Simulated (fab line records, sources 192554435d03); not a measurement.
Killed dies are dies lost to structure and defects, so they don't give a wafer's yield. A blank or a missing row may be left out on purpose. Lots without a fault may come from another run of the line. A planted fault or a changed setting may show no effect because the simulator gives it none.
fab line records | flow n5_finfet
record lots=5 wafers=15 last_day=18
route steps=1938 shown BEOL_M1@771 BEOL_M4@1111 PASSIVATION@1936
lots that met no fault: from a run of the same line without faults
start_h: hours from the record's first day to the start of the lot's first wafer shown | wait_h: hours since the lot's step before | " the same as in the row above | L1.1+2: a row that stands for several wafers | - no value, or no start given | * or withheld: withheld | < > ~ a bound
route shown NAME@n: a module of which the file shows steps, and the number in the route of the first | usual: mean/standard deviation of fault-free wafers | same: alike in all rows | chamber/n: place in a boat | sites: the reading at each site | _std_site: their standard deviation | _edge_site: outer sites' mean less inner sites' | radius_mm: how far each site lies from the wafer's centre | mask NAME#n: copy n | behind: the tool/chamber that last shaped the wafer | hold: why the lot was held/for how many hours/how that ended | device: the transistor (n, p or np) that didn't switch | end of line: the same wafers' tests at the end of the route | a step without rows: its recipe alone | killed: dies lost to structure and defects at the first sort, not the wafer's yield | map: a wafer's dies, x killed, . not, _ none there
set.NAME: the setting as run; set.NAME@STEP: as run at that earlier step | model.NAME: the simulator's own value behind a step, which no gauge read
lots at some steps of the route; a table a step, a row a wafer
services: from which hour (start_h, from the record's first day; less than 0 if before it) a tool's chamber was out of use, for how many hours, and why
## steps
# step N5_BEOL_M1_STRIP_65
# recipe chemistry=N2/H2 temp_c=40 n2_flow_sccm=200 h2_flow_sccm=200 rf_frequency_hz=6e+07
# step N5_BEOL_M1_STRIP_75
# recipe chemistry=N2/H2 temp_c=40 n2_flow_sccm=200 h2_flow_sccm=200 rf_frequency_hz=6e+07
# step N5_BEOL_M1_STRIP_66
# recipe chemistry=CF4 resist=SiARC power_w=300 bias_power_w=75 pressure_mtorr=50 cf4_flow_sccm=150 rf_frequency_hz=6e+07
# step N5_BEOL_M1_HM_OPEN_17
# recipe chemistry=Cl2/BCl3 target_depth_a=200 overetch_a=60 target=TiN mask_material=SOC ion_energy_ev=150 pressure_mtorr=10 icp_w=1000 bias_w=126 Cl2_flow_sccm=53.25 bcl3_flow_sccm=21.75 Ar_flow_sccm=25
# step N5_BEOL_M1_STRIP_19
# recipe chemistry=O2 power_w=400 temp_c=40 pressure_mtorr=30 rf_frequency_hz=6e+07 bias_power_w=0 overash_fraction=0.2 o2_flow_sccm=225
# step N5_BEOL_M1_COAT_67
# recipe resist=SOC temp_c=250 time_s=60 spin_rpm=1500 resist_thk_nm=60
# step N5_BEOL_M1_COAT_68
# recipe resist=SiARC temp_c=220 time_s=60 spin_rpm=1500 resist_thk_nm=12
# step N5_BEOL_M1_COAT_76
# recipe resist=underlayer temp_c=205 time_s=60 spin_rpm=1500 resist_thk_nm=5
# step N5_BEOL_M1_COAT_22
# recipe resist=CAR-EUV spin_rpm=1500 resist_thk_nm=30
# step N5_BEOL_M1_EBR_24
# recipe solvent=PGMEA ebr_width_mm=1.5
# step N5_BEOL_M1_SOFTBAKE_23
# recipe temp_c=110 time_s=60 resist=CAR-EUV
# step N5_BEOL_M1_EXPOSE_25
# recipe mask_id=V0 na=0.33 source_shape=quasar sigma_inner=0.2 sigma_outer=0.8 polarization=unpolarized defocus_nm=5 target_cd_nm=24 dose_mj=63
# usual stage_msd_nm=0.89/0.032
# columns lot.wafer tool chamber start_h wait_h mask stage_msd_nm model.BEOL_M1.overlay_x_nm
L622.1 euv_scanner-01 0 130.84 - V0#0 0.92 -0.4
L622.2 " 0 " " V0#0 0.92 -0.4
L622.6 " 0 " " V0#0 0.92 -0.4
L627.2 euv_scanner-01 0 159.94 - V0#0 0.91 11.2
L627.4 " 0 " " V0#0 0.91 11.2
L627.5 " 0 " " V0#0 0.91 11.2
L628.1 euv_scanner-01 0 168.99 - V0#0 0.91 10.6
L628.3 " 0 " " V0#0 0.91 10.6
L628.5 " 0 " " V0#0 0.91 10.6
L629.3 euv_scanner-01 0 181.75 - V0#0 0.91 11.4
L629.4 " 0 " " V0#0 0.91 11.4
L629.5 " 0 " " V0#0 0.91 11.4
L639.1 euv_scanner-02 0 239.72 - V0#0 0.84 -0.2
L639.2 " 0 " " V0#0 0.84 -0.2
L639.4 " 0 " " V0#0 0.84 -0.2
# step N5_BEOL_M1_PEB_26
# recipe peb_temp_c=100 peb_time_s=60 resist=CAR-EUV
# step N5_BEOL_M1_DEVELOP_27
# recipe develop_time_s=30 developer=TMAH resist=CAR-EUV rinse_liquid=surfactant_rinse dry=air_spin dev_temp_c=23
# step N5_BEOL_M1_OVL_MEAS_29
# recipe points_per_wafer=522
# usual V0_OVL=0.1/0.67
# columns lot.wafer tool chamber start_h wait_h V0_OVL[nm]
L622.1 overlay-01 0 131.02 0.0 -0.2
L622.2 " 0 " " -0.4
L622.6 " 0 " " -0.9
L627.2 overlay-02 0 160.11 0.0 12.9
L627.4 " 0 " " 11.3
L627.5 " 0 " " 11.6
L628.1 overlay-01 0 169.16 0.0 10.8
L628.3 " 0 " " 10.7
L628.5 " 0 " " 10.4
L629.3 overlay-02 0 181.92 0.0 12.4
L629.4 " 0 " " 11.5
L629.5 " 0 " " 12.6
L639.1 overlay-01 0 239.90 0.0 -0.2
L639.2 " 0 " " 0.5
L639.4 " 0 " " -0.7
# step N5_BEOL_M1_DESCUM_33
# recipe chemistry=O2 time_s=7 source_power_w=50 bias_power_w=20 pressure_mtorr=20 rf_frequency_hz=2.712e+07 temp_c=40 resist=CAR-EUV o2_flow_sccm=225
# step N5_BEOL_M1_ETCH_77
# recipe chemistry=N2/H2 target=underlayer target_depth_a=65 mask_material=CAR-EUV time_s=5.2 ion_energy_ev=200 pressure_mtorr=30 source_w=840 bias_w=150 n2_flow_sccm=200 h2_flow_sccm=200 ends=cleared
# step N5_BEOL_M1_ETCH_69
# recipe chemistry=CF4 target=SiARC target_depth_a=156 mask_material=CAR-EUV time_s=26 ion_energy_ev=80 pressure_mtorr=40 source_w=545 bias_w=36 Ar_flow_sccm=100 cf4_flow_sccm=100 ends=cleared
# step N5_BEOL_M1_ALD_98
# recipe material=SiO2 target_thk_a=25 temp_c=100 ald_precursor_family=BDEAS ald_co_reactant=O2-plasma pulse_time_s=1 co_reactant_pulse_time_s=1 purge_time_s=2 co_reactant_purge_time_s=2 ald_cycles=17 pressure_torr=2
# step N5_BEOL_M1_ETCHBACK_99
# recipe chemistry=CHF3 target=SiO2 target_depth_a=50 time_s=10.4 source_w=215 bias_w=47 Ar_flow_sccm=200 CHF3_flow_sccm=12 ion_energy_ev=100 pressure_mtorr=30
# step N5_BEOL_M1_ETCH_70
# recipe chemistry=N2/H2 target=SOC target_depth_a=800 overetch_a=160 mask_material=SiARC temp_c=40 time_s=120 ion_energy_ev=200 pressure_mtorr=30 source_w=840 bias_w=150 n2_flow_sccm=200 h2_flow_sccm=200
# step N5_BEOL_M1_STRIP_71
# recipe chemistry=N2/H2 temp_c=40 n2_flow_sccm=200 h2_flow_sccm=200 rf_frequency_hz=6e+07
# step N5_BEOL_M1_STRIP_78
# recipe chemistry=N2/H2 temp_c=40 n2_flow_sccm=200 h2_flow_sccm=200 rf_frequency_hz=6e+07
# step N5_BEOL_M1_VIA_ETCH_34
# recipe chemistry=C4F6/O2 target_depth_a=678 mask_material=SOC pressure_mtorr=15 ion_energy_ev=250 taper_deg=4 time_s=64.4 source_w=350 bias_w=170 Ar_flow_sccm=300 C4F6_flow_sccm=10 O2_flow_sccm=10
# step N5_BEOL_M1_STRIP_83
# recipe chemistry=C4F6/O2 resist=SiARC rf_frequency_hz=6e+07
# step N5_BEOL_M1_STRIP_36
# recipe chemistry=N2/H2 power_w=450 temp_c=40 pressure_mtorr=20 rf_frequency_hz=6e+07 overash_fraction=0.3 bias_power_w=7 h2_frac=0.5 n2_flow_sccm=200 h2_flow_sccm=200
# step N5_BEOL_M1_TRENCH_ETCH_37
# recipe chemistry=C4F6/O2 target_depth_a=552.07 target=SiOC time_s=29 ion_energy_ev=250 pressure_mtorr=30 source_w=355 bias_w=185 Ar_flow_sccm=300 C4F6_flow_sccm=10 O2_flow_sccm=10
# step N5_BEOL_M1_ETCH_41
# recipe chemistry=CH3F/O2 target=SiCN target_depth_a=319 taper_deg=2 time_s=57.8 ion_energy_ev=120 mask_material=TiN pressure_mtorr=30 source_w=395 bias_w=75 Ar_flow_sccm=150 CH3F_flow_sccm=30 O2_flow_sccm=20
# step N5_BEOL_M1_STRIP_97
# recipe chemistry=N2/H2 time_s=10 power_w=450 temp_c=40 pressure_mtorr=20 rf_frequency_hz=6e+07 bias_power_w=7 n2_flow_sccm=200 h2_flow_sccm=200
# step N5_BEOL_M1_HM_STRIP_39
# recipe chemistry=peroxide_tin_strip material=TiN target_depth_a=250 temp_c=50 time_s=158
# step N5_BEOL_M1_SRD_40
# recipe time_s=30 temp_c=23 rinse_liquid=diw dry=ipa_marangoni
# step N5_BEOL_M1_PRECLEAN_42
# recipe chemistry=residue_remover time_s=60 temp_c=40
# step N5_BEOL_M1_SRD_43
# recipe time_s=30 temp_c=23 rinse_liquid=diw dry=ipa_marangoni
# step N5_BEOL_M1_DEGAS_44
# recipe ambient=vacuum temp_c=250 time_s=60
# step N5_BEOL_M1_PRE_CLEAN_45
# recipe gas=H2/He time_s=30 temp_c=250
# step N5_BEOL_M1_ALD_84
# recipe material=TaN target_thk_a=* temp_c=275 ald_precursor_family=PDMAT ald_co_reactant=NH3 pressure_torr=3 carrier_flow_sccm=1500 pulse_time_s=2 purge_time_s=3 co_reactant_purge_time_s=2 co_reactant_pulse_time_s=3 ald_cycles=30 precursor_vessel_temp_c=75 precursor_vessel_pressure_torr=26.25 precursor_vessel_carrier_sccm=1000
# step N5_BEOL_M1_SURFACE_TREAT_85
# recipe gas=Ar time_s=* ion_energy_ev=* ion_current_ma_cm2=0.5 pressure_mtorr=* ar_flow_sccm=30
# step N5_BEOL_M4_RC_MEAS_101
# usual DIBL_N=36.3/2 DIBL_P=36.3/2.4 IOFF_N=0.16/0.034 IOFF_P=0.21/0.035 ION_N=672/12 ION_P=459/6.5 SS_N=71.6/0.67 SS_P=73.3/0.71 VT_N=250/3.5 VT_P=-251/3
# columns lot.wafer tool chamber start_h wait_h DIBL_N[mV/V] DIBL_P[mV/V] IOFF_N[nA/um] IOFF_P[nA/um] ION_N[uA/um] ION_P[uA/um] SS_N[mV/dec] SS_P[mV/dec] VT_N[mV] VT_P[mV]
L622.1 prober-01 0 170.75 0.0 36.0 36.4 0.15 0.22 663 464 71.3 73.3 252 -248
L622.2 " 0 " " 38.0 38.6 0.20 0.26 674 460 71.9 73.5 246 -247
L622.6 " 0 " " 36.7 37.0 0.16 0.22 662 457 72.2 73.6 251 -248
L627.2 prober-01 0 200.65 0.2 33.3 34.2 0.12 0.17 661 459 70.4 72.8 255 -254
L627.4 " 0 " " 36.5 36.6 0.17 0.21 681 462 71.0 73.9 248 -250
L627.5 " 0 " " 32.1 32.3 0.10 0.15 662 454 70.0 72.3 256 -254
L628.1 prober-02 0 219.81 0.0 33.2 32.5 0.13 0.17 669 456 72.0 72.4 251 -255
L628.3 " 0 " " 35.0 35.7 0.16 0.22 673 462 72.4 73.3 249 -247
L628.5 " 0 " " 32.8 32.0 0.12 0.17 652 446 71.1 72.3 253 -250
L629.3 prober-02 0 254.00 0.3 35.8 35.0 0.13 0.22 651 452 71.9 73.3 253 -246
L629.4 " 0 " " 36.7 36.4 0.16 0.24 664 466 71.2 73.9 252 -246
L629.5 " 0 " " 36.9 36.1 0.16 0.24 669 463 72.0 73.8 250 -247
L639.1 prober-02 0 318.71 0.0 35.9 35.4 0.17 0.19 672 457 71.6 73.7 249 -253
L639.2 " 0 " " 34.7 34.2 0.14 0.18 674 451 71.0 72.9 252 -251
L639.4 " 0 " " 37.3 38.2 0.22 0.24 687 459 72.3 74.5 243 -250
# step N5_PASSIVATION_PROBE_49
# usual defect_limited_yield=91.4/1.5 killed_at_M0_to_M3=33/11 killed_at_M4_up=14/5.3 killed_at_contacts=13/6.2 killed_at_front_end=39/13 killed_at_other=3.1/2.8 killed_dies=102/17 killed_on_rim=13/3.8 killed_open=68/13 killed_short=32/7.8 sort_bin_5_function=5.1/0.95 sort_bin_6_memory=3.2/0.7 sort_n_pass=1078/18 sort_yield_pct=91.3/1.5
# same gross_dies=1180 killed_at_back_side=0 sort_bin_4_leakage[%]=0 sort_bin_8_speed[%]=0
# columns lot.wafer tool chamber start_h wait_h defect_limited_yield[%] killed_at_M0_to_M3 killed_at_M4_up killed_at_contacts killed_at_front_end killed_at_other killed_dies killed_on_rim killed_open killed_short sort_bin_5_function[%] sort_bin_6_memory[%] sort_n_pass sort_yield_pct[%]
L627.2 prober-01 - 336.68 0.3 0 1131 9 11 29 0 1180 152 54 26 50.7 2.1 0 0
L627.4 prober-01 - 336.78 0.4 0 1116 12 10 40 2 1180 152 69 29 51.5 2.7 0 0
L627.5 prober-01 - 336.83 0.5 0.3 1122 13 8 31 3 1177 151 67 21 50.3 2.8 3 0.3
# killed by level:class
L627.2 BEOL_M1:overlay=1100 MOL_CONTACT_COAG:geometric_particle:open=10 BEOL_M0_SAQP:geometric_particle:open=7 DUMMY_GATE:geometric_particle:open=6 BEOL_M2:geometric_particle:open=6 BEOL_M3:geometric_particle:open=6 BEOL_M0_SAQP:geometric_particle:short=5 GATE_CUT:geometric_particle:short=4
L627.4 BEOL_M1:overlay=1082 FIN_SAQP:geometric_particle:open=14 BEOL_M3:geometric_particle:open=10 STI_FIN_REVEAL:geometric_particle:open=9 MOL_CONTACT_COAG:geometric_particle:open=9 BEOL_M0_SAQP:geometric_particle:short=8 BEOL_M2:geometric_particle:open=7 BEOL_M4:geometric_particle:open=6
L627.5 BEOL_M1:overlay=1089 BEOL_M0_SAQP:geometric_particle:open=12 MOL_CONTACT_COAG:geometric_particle:open=7 BEOL_M2:geometric_particle:open=7 STI_FIN_REVEAL:geometric_particle:open=5 BEOL_M3:geometric_particle:open=5 FIN_SAQP:geometric_particle:open=4 GATE_CUT:geometric_particle:short=4
# map L627.2 (x killed, . not)
_________________xxxxxxxxxxxx________________
______________xxxxxxxxxxxxxxxxxx_____________
___________xxxxxxxxxxxxxxxxxxxxxxxx__________
__________xxxxxxxxxxxxxxxxxxxxxxxxxx_________
________xxxxxxxxxxxxxxxxxxxxxxxxxxxxxx_______
_______xxxxxxxxxxxxxxxxxxxxxxxxxxxxxxxx______
______xxxxxxxxxxxxxxxxxxxxxxxxxxxxxxxxxx_____
_____xxxxxxxxxxxxxxxxxxxxxxxxxxxxxxxxxxxx____
____xxxxxxxxxxxxxxxxxxxxxxxxxxxxxxxxxxxxxx___
___xxxxxxxxxxxxxxxxxxxxxxxxxxxxxxxxxxxxxxxx__
___xxxxxxxxxxxxxxxxxxxxxxxxxxxxxxxxxxxxxxxx__
__xxxxxxxxxxxxxxxxxxxxxxxxxxxxxxxxxxxxxxxxxx_
__xxxxxxxxxxxxxxxxxxxxxxxxxxxxxxxxxxxxxxxxxx_
_xxxxxxxxxxxxxxxxxxxxxxxxxxxxxxxxxxxxxxxxxxxx
_xxxxxxxxxxxxxxxxxxxxxxxxxxxxxxxxxxxxxxxxxxxx
_xxxxxxxxxxxxxxxxxxxxxxxxxxxxxxxxxxxxxxxxxxxx
_xxxxxxxxxxxxxxxxxxxxxxxxxxxxxxxxxxxxxxxxxxxx
_xxxxxxxxxxxxxxxxxxxxxxxxxxxxxxxxxxxxxxxxxxxx
_xxxxxxxxxxxxxxxxxxxxxxxxxxxxxxxxxxxxxxxxxxxx
_xxxxxxxxxxxxxxxxxxxxxxxxxxxxxxxxxxxxxxxxxxxx
_xxxxxxxxxxxxxxxxxxxxxxxxxxxxxxxxxxxxxxxxxxxx
__xxxxxxxxxxxxxxxxxxxxxxxxxxxxxxxxxxxxxxxxxx_
__xxxxxxxxxxxxxxxxxxxxxxxxxxxxxxxxxxxxxxxxxx_
___xxxxxxxxxxxxxxxxxxxxxxxxxxxxxxxxxxxxxxxx__
___xxxxxxxxxxxxxxxxxxxxxxxxxxxxxxxxxxxxxxxx__
____xxxxxxxxxxxxxxxxxxxxxxxxxxxxxxxxxxxxxx___
_____xxxxxxxxxxxxxxxxxxxxxxxxxxxxxxxxxxxx____
______xxxxxxxxxxxxxxxxxxxxxxxxxxxxxxxxxx_____
_______xxxxxxxxxxxxxxxxxxxxxxxxxxxxxxxx______
________xxxxxxxxxxxxxxxxxxxxxxxxxxxxxx_______
__________xxxxxxxxxxxxxxxxxxxxxxxxxx_________
___________xxxxxxxxxxxxxxxxxxxxxxxx__________
______________xxxxxxxxxxxxxxxxxx_____________
_________________xxxxxxxxxxxx________________
# map L622.6 (x killed, . not)
_________________......x.....________________
______________.x........x.....x._____________
___________..............x.x..x....__________
__________...........xxx...x........_________
________................x..x...x.....x_______
_______xx..........x...x............xx.______
______.............x.........x.........._____
_____.......x..x...x.....................____
____......................................___
___......x.................................__
___......x...........................x.....__
__....x......................x.x......x.x.x._
__.x...x............xx...xx................._
_..........................................x.
_...x.x......................................
_x.x.........x................x.x...........x
_x.x....x..x........................x.x......
_.................x...........x...x.x........
_.........x..............x............x......
_.xx...x.........x....x.........x.x..x..x....
_............................................
__................x.........x..............._
__.......x........x.x...x.........x........._
___x..x......x.........x..x...x........x...__
___............x...x.....x..x...x...x.....x__
____...............xx............x........___
_____x............x..x..........xx.......____
______.....x........x.............x..xx._____
_______....x........x...........x......______
________....x....................xxx.._______
__________..x.....x.x..x............_________
___________.................x...x..__________
______________...x...x..x.xx...._____________
_________________............________________
## services
# columns tool chamber start_h hours kind
euv_scanner-02 - 123.50 - calibration
euv_scanner-02 - 134.38 1.0 pm
euv_scanner-01 - 141.66 1.0 pm
euv_scanner-02 0 165.72 - calibration
euv_scanner-02 - 174.16 1.3 repair
euv_scanner-02 - 190.53 1.0 pm
euv_scanner-02 - 191.78 0.7 repair
euv_scanner-01 - 197.81 1.0 pm
euv_scanner-01 - 199.14 5.8 pm
euv_scanner-02 - 205.96 2.1 repair
euv_scanner-01 - 238.58 12.0 pm
## key
first_sign step=N5_BEOL_M1_OVL_MEAS_29 reading=V0_OVL direction=up sigmas=17 usual=0.1 struck=11.6
effect step=N5_PASSIVATION_PROBE_49 reading=killed_at_M0_to_M3 direction=up sigmas=99+ usual=33 struck=1123
model_effect step=N5_BEOL_M1_EXPOSE_25 value=BEOL_M1.overlay_x_nm without=-0.3333 struck=11.07
more_kills_born_at N5_BEOL_M1_EXPOSE_25@euv_scanner-01=3271
met_at N5_BEOL_M1_EXPOSE_25
struck_wafers L627.2,L627.4,L627.5,L628.1,L628.3,L628.5,L629.3,L629.4,L629.5
rows_end L628.1,L628.3,L628.5,L629.3,L629.4,L629.5
onset_between 130.84 159.94
fault kind=scanner_matching_overlay tool=euv_scanner-01 chamber=- onset_h=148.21 steps=N5_BEOL_M1_EXPOSE_25 offset=11.374
# rows_end: these wafers met a further fault down the route, and their rows from its step on are left out
